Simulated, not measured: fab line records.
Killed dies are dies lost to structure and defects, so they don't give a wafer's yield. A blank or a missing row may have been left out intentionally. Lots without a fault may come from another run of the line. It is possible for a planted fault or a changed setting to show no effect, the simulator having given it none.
Matching of chambers    flow n5_finfet    N5_BEOL_M0_SAQP_ETCH_83 on rie_diel-05: 4 sister chambers
The step etches SiARC in CF4, target depth 39 nm, time 65 s. 20 wafers are shown with their chamber, then 10 later ones without.

EACH WAFER AND ITS CHAMBER
wafer   chamber  drypump_motor_current_A (A)  showerhead_plenum_p_Torr (Torr)  oes_product_au (a.u.)
L077.2  1        5.6                          2.07                             0.67
L077.5  1        5.6                          2.07                             0.67
L077.6  0        5.4                          2.21                             0.62
L078.1  2        6.5                          2.12                             0.79
L078.3  1        5.6                          2.07                             0.67
L078.5  3        6.4                          2.07                             0.69
L079.1  1        5.6                          2.07                             0.68
L079.2  2        6.5                          2.12                             0.80
L079.4  0        5.5                          2.21                             0.61
L083.1  1        5.6                          2.07                             0.66
L083.5  0        5.5                          2.20                             0.61
L083.6  3        6.4                          2.07                             0.68
L087.3  0        5.5                          2.20                             0.61
L087.4  2        6.4                          2.11                             0.77
L087.6  0        5.5                          2.20                             0.61
L088.2  2        6.5                          2.11                             0.76
L088.3  0        5.5                          2.20                             0.60
L088.5  1        5.6                          2.07                             0.66
L089.1  2        6.5                          2.11                             0.76
L089.2  0        5.5                          2.20                             0.60

SIGNATURES (means of the wafers above)
reading                   chamber 0  chamber 1  chamber 2  chamber 3  scatter within a chamber
drypump_motor_current_A   5.486      5.600      6.480      6.400      0.0322
showerhead_plenum_p_Torr  2.2029     2.0700     2.1140     2.0700     0.00405
oes_product_au            0.6086     0.6683     0.7760     0.6850     0.011
Rule: a wafer lies at a distance from a chamber equal to the root of the sum of squares, over the readings, of (its reading less the chamber's mean, divided by the reading's scatter). If the next closest chamber is less than 2 further off than the closest, the wafer can't be placed; otherwise it belongs to the closest. The scatter is the square root of a quotient: the sum, over the shown wafers, of each reading's squared deviation from its chamber's mean, divided by wafers minus chambers.

WAFERS WITH NO CHAMBER GIVEN
wafer   drypump_motor_current_A (A)  showerhead_plenum_p_Torr (Torr)  oes_product_au (a.u.)
L089.4  6.3                          2.06                             0.68
L090.3  6.4                          2.11                             0.76
L090.4  5.6                          2.07                             0.65
L090.6  6.5                          2.11                             0.76
L096.2  6.3                          2.06                             0.67
L096.3  5.4                          2.20                             0.60
L096.4  6.5                          2.11                             0.75
L097.1  6.4                          2.11                             0.75
L097.2  6.3                          2.06                             0.67
L097.6  5.6                          2.06                             0.65

CHAMBER TAKEN BY EACH
wafer   from the rows above  in truth
L089.4  3                    3
L090.3  2                    2
L090.4  1                    1
L090.6  2                    2
L096.2  3                    3
L096.3  0                    0
L096.4  2                    2
L097.1  2                    2
L097.2  3                    3
L097.6  1                    1
Correctly placed: 10 of 10. Left unplaced by these rows: 0. Placed wrongly: 0.
